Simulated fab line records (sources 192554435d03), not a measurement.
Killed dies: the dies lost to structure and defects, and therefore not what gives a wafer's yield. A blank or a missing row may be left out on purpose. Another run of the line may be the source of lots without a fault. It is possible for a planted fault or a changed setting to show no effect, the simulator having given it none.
Matching of chambers	flow n5Finfet	rieDiel-06 running N5_BEOL_M1_ETCH_69: 4 sister chambers
The step etches SiARC in CF4, target depth 15.6 nm, time 26 s. 20 wafers are shown with their chamber, then 10 later ones without.

WAFERS, EACH WITH ITS CHAMBER
wafer	chamber	throttleValvePct (%)	oesProductAu (a.u.)	showerheadPlenumPTorr (Torr)
L076.1	1	15.85	0.61	2.21
L076.2	2	15.60	0.64	2.14
L076.4	0	15.31	0.80	2.10
L077.3	1	15.86	0.61	2.21
L077.5	0	15.33	0.79	2.10
L077.6	1	15.86	0.61	2.21
L079.4	1	15.86	0.61	2.21
L079.5	2	15.62	0.64	2.14
L079.6	0	15.33	0.78	2.10
L080.1	0	15.35	0.78	2.10
L080.3	2	15.62	0.62	2.14
L080.6	1	15.86	0.61	2.20
L081.2	0	15.34	0.78	2.10
L081.4	2	15.61	0.64	2.14
L081.5	1	15.86	0.61	2.20
L082.1	0	15.33	0.78	2.10
L082.2	2	15.62	0.64	2.14
L082.4	3	15.69	0.85	2.11
L083.1	2	15.62	0.62	2.13
L083.3	0	15.35	0.77	2.10

SIGNATURES (averages over the wafers above)
reading	chamber 0	chamber 1	chamber 2	chamber 3	scatter within a chamber
throttleValvePct	15.3343	15.8583	15.6150	15.6900	0.01
oesProductAu	0.7829	0.6100	0.6333	0.8500	0.0082
showerheadPlenumPTorr	2.1000	2.2067	2.1383	2.1100	0.00368
Rule: a wafer's distance from a chamber is the root of the sum, over the readings, of the square of ((its reading less the chamber's mean) divided by the reading's scatter). The wafer belongs to the nearest chamber; if the next one is less than 2 further off, it can't be placed. The scatter: the root of (the sum of the squares of (reading less its chamber's mean) over the shown wafers, divided by (wafers less chambers)).

WAFERS WITH NO CHAMBER GIVEN
wafer	throttleValvePct (%)	oesProductAu (a.u.)	showerheadPlenumPTorr (Torr)
L083.5	15.64	0.63	2.13
L089.1	15.65	0.62	2.13
L089.5	15.65	0.62	2.13
L089.6	15.71	0.79	2.10
L093.2	15.37	0.74	2.09
L093.3	15.72	0.78	2.10
L093.4	15.66	0.62	2.13
L096.1	15.91	0.59	2.19
L096.2	15.39	0.72	2.09
L096.4	15.66	0.61	2.13

WHICH CHAMBER EACH WENT THROUGH
wafer	from the rows above	in truth
L083.5	2	2
L089.1	2	2
L089.5	2	2
L089.6	3	3
L093.2	0	0
L093.3	3	3
L093.4	2	2
L096.1	1	1
L096.2	0	0
L096.4	2	2
Placed correctly: 10 of 10. Not placeable from these rows: 0. Placed wrongly: 0.
